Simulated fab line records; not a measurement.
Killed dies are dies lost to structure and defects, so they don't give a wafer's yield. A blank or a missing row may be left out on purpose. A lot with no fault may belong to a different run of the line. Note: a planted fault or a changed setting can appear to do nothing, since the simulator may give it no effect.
Code-filled problem report in 8D (eight disciplines) form -- flow nandHarc -- the parts of the form that need people (team, actions taken, sign-off) are left out

1. THE PROBLEM
Wafers without a fault read 720.0 nm, standard deviation 1.8; cdNm at NHARC_P_ZERO_WELL_CD_MEAS_37 reads a mean of 728.9 nm on 2 wafers belonging to 2 lots. Measured from the usual mean, that is +4.9 standard deviations.
The step: target cd 720 nm.
First seen on wafer L611.6, day 7 09:58, on cdSem-03. The record holds 39 wafers of 13 lots with a number at this step. The rule behind "out" and "out of limits": a value lying over 4 standard deviations away from the usual mean. The other wafers with a number count as sound.

2. WHAT IT IS, WHAT IT ISN'T
question,is,is not
which readings at this step,cdNm,-
which lots,"L611, L612","L598, L602, L603, L604, L605, L606, L615, L616, L618, L619, L620"
which wafers of those lots,"L611.6, L612.6","L611.3, L611.4, L612.4, L612.5"
read on which gauges,cdSem-03,"cdSem-01, cdSem-02"
when,from day 7 09:58,"up to then (20 sound wafers); but 17 sound wafers of L612, L615, L616, L618, L619, L620 came after"

3. SUSPECTS, AND WHAT RULES EACH OUT
Counting: if a tool at a process step up to the reading ran every lot that is out, it stays a suspect. Sound lots after the first of them don't rule it out here, since some wafers of a struck lot are sound.
- the gauge at NHARC_P_ZERO_WELL_CD_MEAS_37: kept. All the wafers that are out were read on cdSem-03, and no step on other tools shows them out.
- krfScanner-04 at NHARC_P_ZERO_WELL_EXPOSE_34 (exposes mask P PWELL, target cd 720 nm): kept. Every lot that is out went through it, the first being L611 (day 7 09:49); the last sound lot it ran before that was L606 (day 5 08:13).
The count leaves cdSem-03 at NHARC_P_ZERO_WELL_CD_MEAS_37 and krfScanner-04 at NHARC_P_ZERO_WELL_EXPOSE_34.

4. THE CAUSE (what the simulator had put in)
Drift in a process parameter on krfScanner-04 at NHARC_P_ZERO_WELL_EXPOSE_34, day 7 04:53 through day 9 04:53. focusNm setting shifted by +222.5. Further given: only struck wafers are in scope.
2 suspects survive the count, and this tool is in that group.

5. THE CHAIN OF EFFECTS, in route order
Rows list readings where the struck wafers' mean (over those with a number) sits beyond 3 standard deviations from the usual. Only readings for which the record gives a usual standard deviation are gone through. hours: the time from each lot's start at the first step in this table that gives one to its start at this step, as a median over the lots. sigmas: the change in usual standard deviations.
hours,step,reading,usual,on struck wafers,change,sigmas
0,NHARC_P_ZERO_WELL_CD_MEAS_37,cdNm,720.0 nm,728.9,+8.9,+4.9
Later measuring or inspecting steps at which every struck wafer that the step has a row for has a number for every such reading, and none has moved that far: NHARC_P_STI_OVL_MEAS_10, NHARC_END_SORT_01.

6. WHAT WOULD HAVE CAUGHT IT SOONER
Counted from the fault's start at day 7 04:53, it took 5 hours until the first out-of-limits reading at a measuring or inspecting step in this record, taken at day 7 09:58.
Of the lots that are out (2), L612 began NHARC_P_ZERO_WELL_EXPOSE_34 on krfScanner-04 after day 7 09:58. It would have been spared by a hold on the tool at that moment.
